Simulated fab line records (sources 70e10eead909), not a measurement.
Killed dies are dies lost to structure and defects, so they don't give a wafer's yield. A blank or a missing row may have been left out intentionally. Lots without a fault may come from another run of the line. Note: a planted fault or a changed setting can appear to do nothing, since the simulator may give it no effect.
A struck lot beside a sound one / flow nandHarc / 15 steps out of a route of 1302
Sound: these wafers, L643.1, L643.2, L643.6. Wafers L637.1, L637.2, L637.3 were the ones struck. At the end, the cause is stated.
Each step with rows lists, per side, the tool, then ch with its chambers, then its first start. Under that, the readings that differ: sound wafers / struck wafers / difference of the means / sigmas: that difference in standard deviations of wafers without a fault.
alike: readings with means less than 2 such deviations apart, plus words and numbers identical on both sides. not compared: withheld readings, readings lacking a value on some wafer, bounds such as >300 that could conceal the same value, and numbers that have no deviation in the record and whose values overlap.
A row with sigmas, a row that says differs or no value, or rows on one side alone: a step with any of these is where the two part. When numbers do not overlap yet have no deviation, they are printed without sigmas and do not part them. A reading missing from all wafers of one side parts the sides only when that side holds two or more wafers.

first, 1 step without rows for these wafers: NHARC_THIN_TSV_ETCH_44 (etches the open film in CF4/O2, target depth 1594.2 nm, time 797.1 s).
NHARC_THIN_TSV_ETCH_15: target depth 3000 nm, bosch target overetch cycles 2, bosch etch step 2.8 s.
  sound on rieSi-05 ch 1,2,3, day 31 05:01; struck on rieSi-02 ch 0,2,3, day 28 13:58
  alike: drypumpMotorCurrentA
  not compared: rfHoursCounterH
NHARC_THIN_TSV_CD_MEAS_16:
  sound: cdSem-02 at day 31 05:10; struck: cdSem-02 at day 28 14:06
  alike: cdNm
NHARC_THIN_TSV_STRIP_45: strips in O2.
  sound on plasmaAsher-01 ch 0,1, day 31 05:14; struck on plasmaAsher-02 ch 0,1, day 28 14:10
  alike: drypumpMotorCurrentA, heaterPowerW
  not compared: rfHoursCounterH
then, 4 steps without rows for these wafers: NHARC_THIN_TSV_STRIP_46 (strips in post etch residue remover, time 1200 s); NHARC_THIN_TSV_DEP_47 (deposits SiO2, target thk 200 nm); NHARC_THIN_TSV_ETCHBACK_48 (etches the open film in C4F8/Ar, target depth 1028.5 nm, time 405.17 s); NHARC_THIN_TSV_STRIP_62 (strips in N2/H2, time 20 s).
NHARC_THIN_TSV_DEGAS_49: time 120 s.
  sound: pvdSputter-03 at day 31 06:59; struck: pvdSputter-01 at day 28 15:55
  alike: heaterPowerW
NHARC_THIN_TSV_PRE_CLEAN_50: time 30 s.
  sound on pvdSputter-03; struck on pvdSputter-01
  alike: heaterPowerW
then, 1 step without rows for these wafers: NHARC_THIN_TSV_PVD_19 (deposits TaN, target thk 20 nm).
NHARC_THIN_TSV_PVD_51: deposits Cu, target thk 100 nm.
  sound on pvdSputter-03; struck on pvdSputter-01
  alike: throttleValvePct
NHARC_THIN_TSV_ECD_20: material Cu, target thk 2000 nm.
  sound on ecdCu-01 ch 0,1, day 31 07:26; struck on ecdCu-01 ch 0,1, day 28 17:13
then, 1 step without rows for these wafers: NHARC_THIN_TSV_ANNEAL_52 (time 90 s).
NHARC_END_SORT_01:
  the record has rows for the struck wafers here (prober-01 ch 0, day 29 04:13) and none for the sound ones

== WHERE THEY PART ==
Only at NHARC_END_SORT_01, within this record.

WHY: whatever the simulator had introduced
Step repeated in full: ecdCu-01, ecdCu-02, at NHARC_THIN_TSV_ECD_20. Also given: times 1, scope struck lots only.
